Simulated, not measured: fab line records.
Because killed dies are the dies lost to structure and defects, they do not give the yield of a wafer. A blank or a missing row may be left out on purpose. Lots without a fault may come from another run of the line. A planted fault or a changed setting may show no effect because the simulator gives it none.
Matching of chambers | flow n5 finfet | N5_BEOL_M5_STRIP_36 on rie diel-03 has 4 sister chambers
The step strips in N2/H2. 8 wafers are shown with their chamber, then 11 later ones without.

== WAFERS PAIRED WITH THEIR CHAMBERS ==
wafer  | chamber | drypump motor current A (A) | showerhead plenum p Torr (Torr)
L081.2 | 3       | 5.4                         | 2.49
L087.3 | 2       | 6.6                         | 2.61
L087.4 | 3       | 5.4                         | 2.48
L087.6 | 0       | 5.7                         | 2.48
L090.3 | 1       | 4.9                         | 2.68
L090.5 | 1       | 4.9                         | 2.68
L090.6 | 0       | 5.6                         | 2.48
L091.1 | 2       | 6.6                         | 2.61

== WAFERS WITH NO CHAMBER GIVEN ==
wafer  | drypump motor current A (A) | showerhead plenum p Torr (Torr)
L091.4 | 5.6                         | 2.48
L091.5 | 6.6                         | 2.61
L093.2 | 5.7                         | 2.48
L093.4 | 6.6                         | 2.61
L093.6 | 5.4                         | 2.48
L094.1 | 5.7                         | 2.48
L094.2 | 4.9                         | 2.68
L094.6 | 5.7                         | 2.48
L095.1 | 5.4                         | 2.48
L095.5 | 4.9                         | 2.68
L095.6 | 6.6                         | 2.61

== EACH ONE'S CHAMBER ==
wafer  | from the rows above | in truth
L091.4 | 0                   | 0
L091.5 | 2                   | 2
L093.2 | 0                   | 0
L093.4 | 2                   | 2
L093.6 | 3                   | 3
L094.1 | 0                   | 0
L094.2 | 1                   | 1
L094.6 | 0                   | 0
L095.1 | 3                   | 3
L095.5 | 1                   | 1
L095.6 | 2                   | 2
11 of 11 placed correctly. Number that these rows cannot place: 0. Wrongly placed: 0.
How it was worked out, from the rows above alone: a wafer's distance from a chamber is the root of the sum, over the readings, of the square of ((its reading less the chamber's mean) divided by the reading's scatter). The wafer belongs to the nearest chamber; if the next one is less than 2 further off, it can't be placed. A chamber's mean is the mean of its shown wafers. How the scatter is found: for the shown wafers, subtract from each reading the mean of its chamber, square and add these, divide the total by (wafers less chambers), then take the root.
